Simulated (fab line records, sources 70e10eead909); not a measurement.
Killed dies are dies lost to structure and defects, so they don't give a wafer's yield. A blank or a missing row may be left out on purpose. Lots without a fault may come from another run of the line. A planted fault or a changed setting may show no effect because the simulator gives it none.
Chamber matching | flow nand_harc | NHARC_P_M2_DEP_33 on pecvd-03: 3 sister chambers
The step deposits SiCN, target thk 30 nm. 3 wafers are shown with their chamber, then 7 later ones without.

WAFERS WITH THEIR CHAMBER
wafer  | chamber | heater_power_w (W)
L084.3 | 2       | 559
L087.1 | 1       | 703
L087.2 | 0       | 567

WAFERS WITHOUT THEIR CHAMBER
wafer  | heater_power_w (W)
L087.4 | 553
L086.2 | 718
L086.5 | 520
L086.6 | 709
L096.1 | 524
L096.4 | 594
L096.6 | 679

WHICH CHAMBER EACH WENT THROUGH
wafer  | from the rows above     | in truth
L087.4 | can't be placed: 2 or 0 | 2
L086.2 | 1                       | 1
L086.5 | can't be placed: 2 or 0 | 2
L086.6 | 1                       | 1
L096.1 | can't be placed: 2 or 0 | 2
L096.4 | can't be placed: 0 or 2 | 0
L096.6 | 1                       | 1
Placed correctly: 3 of 7. Can't be placed from these rows: 4 (the true chamber is among the candidates in 4). Placed wrongly: 0.
How it was worked out, from the rows above alone: a wafer's distance from a chamber is the root of the sum, over the readings, of the square of ((its reading less the chamber's mean) divided by the reading's scatter). The wafer belongs to the nearest chamber; if the next one is less than 2 further off, it can't be placed. A chamber's mean is the mean of its shown wafers. The scatter: with one shown wafer a chamber, the root of the mean of the squares of how far each hidden wafer lies from its nearest shown one.
